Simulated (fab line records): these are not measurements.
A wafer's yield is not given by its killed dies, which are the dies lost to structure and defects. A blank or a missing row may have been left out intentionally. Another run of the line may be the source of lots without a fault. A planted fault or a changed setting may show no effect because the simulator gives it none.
Which tool did it? :: flow n5_finfet :: Sampling: 12 lots, 34 wafers, 2 of 1938 route steps

## WHAT THE GAUGES SHOWED, per wafer
N5_HKMG_FIN_CD_MEAS_49: the cd target is 202 nm. Usual: cd_nm at 202.3 nm, with a standard deviation of 0.81.
lot: L197
measured: day 4 02:37
on: cd_sem-01
cd_nm (nm): 202.3 201.8 202.5
flag: 

lot: L199
measured: day 4 19:29
on: cd_sem-03
cd_nm (nm): 203.2 202.7 203.4
flag: 

lot: L201
measured: day 4 23:47
on: cd_sem-02
cd_nm (nm): 201.6 202.7 201.2
flag: 

lot: L202
measured: day 5 08:26
on: cd_sem-01
cd_nm (nm): 202.5 200.8 201.1
flag: 

lot: L203
measured: day 5 12:34
on: cd_sem-02
cd_nm (nm): 200.9 200.9 201.8
flag: 

lot: L204
measured: day 5 21:21
on: cd_sem-01
cd_nm (nm): 201.9 201.8 202.2
flag: 

lot: L205
measured: day 6 06:51
on: cd_sem-01
cd_nm (nm): 204.0 202.5 201.8
flag: 

lot: L207
measured: day 6 23:51
on: cd_sem-01
cd_nm (nm): 202.3 201.9 202.7
flag: 

lot: L215
measured: day 8 09:54
on: cd_sem-02
cd_nm (nm): 201.8 202.4 202.8
flag: 

lot: L214
measured: day 8 13:40
on: cd_sem-03
cd_nm (nm): 203.3 203.1
flag: 

lot: L216
measured: day 8 22:13
on: cd_sem-01
cd_nm (nm): 202.8 201.5 202.2
flag: 

lot: L219
measured: day 9 15:32
on: cd_sem-03
cd_nm (nm): 203.2 202.6
flag: 

## WHAT TOOL EACH LOT RAN ON (gives the tool, then ch and the chambers of the sampled wafers, and finally the start)
lot: L197
N5_HKMG_FIN_HK_ALD_01: ald_hk-03 ch 0,2, day 4 01:17

lot: L199
N5_HKMG_FIN_HK_ALD_01: ald_hk-02 ch 0,1,2, day 4 18:24

lot: L201
N5_HKMG_FIN_HK_ALD_01: ald_hk-02 ch 1,3, day 4 22:40

lot: L202
N5_HKMG_FIN_HK_ALD_01: ald_hk-01 ch 1,3, day 5 07:36

lot: L203
N5_HKMG_FIN_HK_ALD_01: ald_hk-01 ch 1,3, day 5 11:37

lot: L204
N5_HKMG_FIN_HK_ALD_01: ald_hk-01 ch 0,1,2, day 5 20:14

lot: L205
N5_HKMG_FIN_HK_ALD_01: ald_hk-02 ch 0,1,3, day 6 06:00

lot: L207
N5_HKMG_FIN_HK_ALD_01: ald_hk-02 ch 0,1,2, day 6 22:55

lot: L215
N5_HKMG_FIN_HK_ALD_01: ald_hk-01 ch 0,2,3, day 8 09:04

lot: L214
N5_HKMG_FIN_HK_ALD_01: ald_hk-01 ch 2,3, day 8 12:44

lot: L216
N5_HKMG_FIN_HK_ALD_01: ald_hk-03 ch 0,1,3, day 8 21:09

lot: L219
N5_HKMG_FIN_HK_ALD_01: ald_hk-01 ch 0,3, day 9 14:42
- N5_HKMG_FIN_HK_ALD_01: deposits HfO2, target thk 1.6 nm, pulse time 3 s, purge time 3 s.

## WHAT THE TOOLS THEMSELVES READ (means of the sampled wafers that have a number; where no wafer has one, the mark that the record gives instead)
N5_HKMG_FIN_HK_ALD_01. Usual: precursor_pulse_height_rel at 0.999, with a standard deviation of 0.02.
lot: L197
tool: ald_hk-03
precursor_pulse_height_rel: 0.995
flag: 

lot: L199
tool: ald_hk-02
precursor_pulse_height_rel: 1.016
flag: 

lot: L201
tool: ald_hk-02
precursor_pulse_height_rel: 0.996
flag: 

lot: L202
tool: ald_hk-01
precursor_pulse_height_rel: 1.006
flag: 

lot: L203
tool: ald_hk-01
precursor_pulse_height_rel: 1.007
flag: 

lot: L204
tool: ald_hk-01
precursor_pulse_height_rel: 0.998
flag: 

lot: L205
tool: ald_hk-02
precursor_pulse_height_rel: 1.012
flag: 

lot: L207
tool: ald_hk-02
precursor_pulse_height_rel: 1.006
flag: 

lot: L215
tool: ald_hk-01
precursor_pulse_height_rel: 0.991
flag: 

lot: L214
tool: ald_hk-01
precursor_pulse_height_rel: 1.003
flag: 

lot: L216
tool: ald_hk-03
precursor_pulse_height_rel: 1.005
flag: 

lot: L219
tool: ald_hk-01
precursor_pulse_height_rel: 0.997
flag: 

## THE ANSWER, worked out from the rows above alone
Rule: a lot counts as off when the mean over its wafers that have a number is more than 3 standard deviations away from the usual mean. A lot without any number at a reading at which 4 lots or more have one is off too. The other lots that the step has rows for count as sound. After the gauges, taken in route order, come the tools' own readings; for these a lot's mean is taken, as printed above. At the first step where some lot is off, the reading lying furthest off is the one used; lots without a number count as furthest.
None of the lots is off at any reading shown; this tells nothing.

## WHAT WAS PUT IN BY THE SIMULATOR
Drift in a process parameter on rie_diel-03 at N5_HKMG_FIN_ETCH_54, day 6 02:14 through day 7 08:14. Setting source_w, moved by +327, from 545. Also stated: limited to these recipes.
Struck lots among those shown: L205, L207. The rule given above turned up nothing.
